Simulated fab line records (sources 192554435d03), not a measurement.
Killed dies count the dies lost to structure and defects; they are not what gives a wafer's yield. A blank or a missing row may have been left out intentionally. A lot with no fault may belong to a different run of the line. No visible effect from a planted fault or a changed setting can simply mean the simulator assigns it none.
Split-lot study ; flow n5Finfet ; 7 lots, 21 wafers read, on a route of 1938 steps

== THE SPLIT ==
At N5_BEOL_M4_DESCUM_33 (chemistry O2, time 7 s), the setting timeS was moved away from the recipe's 7 s on 3 of the 21 wafers read, by -5.9% to +21.2%. All remaining wafers had this setting at the recipe value.

Between the split and the reading, the file records no step.

== THE READING ==
CAR-EUV_of_BEOL_M4_COAT_22.thkNm (the simulator's own value, which no gauge read), in nm, at N5_BEOL_M4_ETCH_77 (etches underlayer in N2/H2, target depth 6.5 nm, time 5.2 s). No usual value for it is given in the file. The 18 wafers here that ran the recipe average 20.3 nm, standard deviation 0.1 nm.

wafer;tool, chamber at the split;timeS as run, s;against the recipe;CAR-EUV_of_BEOL_M4_COAT_22.thkNm, nm;against lot-mates on the recipe
L078.1;rieDiel-04, 1;7;recipe;20.4;-
L078.2;rieDiel-04, 3;8.481;+21.2%;19.6;-0.7
L078.3;rieDiel-04, 2;7;recipe;20.2;-
L081.2;rieDiel-04, 2,3,2;7;recipe;20.2;-
L081.5;rieDiel-04, 2,3,2;7;recipe;20.2;-
L081.4;rieDiel-04, 2,3,2;7;recipe;20.4;-
L082.1;rieDiel-01, 1;8.179;+16.8%;19.8;-0.5
L082.5;rieDiel-01, 2,1;7;recipe;20.2;-
L082.6;rieDiel-01, 2,1;7;recipe;20.4;-
L087.1;rieDiel-04, 2;7;recipe;20.2;-
L087.3;rieDiel-04, 3;6.586;-5.9%;20.6;+0.3
L087.4;rieDiel-04, 0;7;recipe;20.4;-
L088.1;rieDiel-01, 0;7;recipe;20.2;-
L088.4;rieDiel-01, 2;7;recipe;20.4;-
L088.6;rieDiel-01, 2;7;recipe;20.4;-
L090.2;rieDiel-01, 3,0,3;7;recipe;20.4;-
L090.5;rieDiel-01, 3,0,3;7;recipe;20.4;-
L090.4;rieDiel-01, 3,0,3;7;recipe;20.2;-
L097.1;rieDiel-04, 0,2,3;7;recipe;20.2;-
L097.5;rieDiel-04, 0,2,3;7;recipe;20.2;-
L097.6;rieDiel-04, 0,2,3;7;recipe;20.4;-
When a row names more than one chamber, that row covers several wafers, and the file does not tell which wafer ran in which chamber.

FIT RESULTS
A straight line over all 21 wafers: CAR-EUV_of_BEOL_M4_COAT_22.thkNm changes by -0.0329 nm for each +1% of timeS; r = -0.90; the points scatter about the line by 0.1 nm.
The same after taking each lot's own level away (the mean of its wafers on the recipe; 21 wafers): -0.0329 nm for each +1%; r = -0.90; scatter 0.097 nm.
The reading moves by 0.7 nm for the largest change in timeS, on that fit.
Across the lots, their own levels run from 20.27 to 20.33 nm, a range of 0.7 times the standard deviation given above.
Hence the lot-to-lot level has little effect on the slope; both slopes agree.
Check: -0.675 nm against its lot-mates is what the line predicts for one of the wafers moved furthest among these (+21.2%) when that wafer is left out of the fit. It came out at -0.7 nm against them.

== OTHER SPLITS APPLIED TO THESE WAFERS ==
These wafers also went through other splits before the reading. Each is held against what the fit with the lots' levels taken away leaves over:
other split on the same wafers;wafers away from the commonest value;r with CAR-EUV_of_BEOL_M4_COAT_22.thkNm (lot level and that fit taken away)
N5_BEOL_M2_EXPOSE_08 doseMj;6;-0.14
N5_BEOL_M4_COAT_67 spinRpm;6;+0.34

== THE WHOLE CHAIN: every reading that the file lists as answering this split, in the file's order ==
step;what it does;reading;change (the file's fit);r (the file's)
N5_BEOL_M4_DESCUM_33;chemistry O2, time 7 s;CAR-EUV_of_BEOL_M4_COAT_22.thkNm (the simulator's own value, which no gauge read);-0.036 nm for each +1% of the setting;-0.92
N5_BEOL_M4_ETCH_77;etches underlayer in N2/H2, target depth 6.5 nm, time 5.2 s;CAR-EUV_of_BEOL_M4_COAT_22.thkNm (the simulator's own value, which no gauge read);-0.0326 nm for each +1% of the setting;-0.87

== THE FILE'S OWN FIT ==
CAR-EUV_of_BEOL_M4_COAT_22.thkNm changes by -0.0326 nm for each +1% of timeS, r = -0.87.
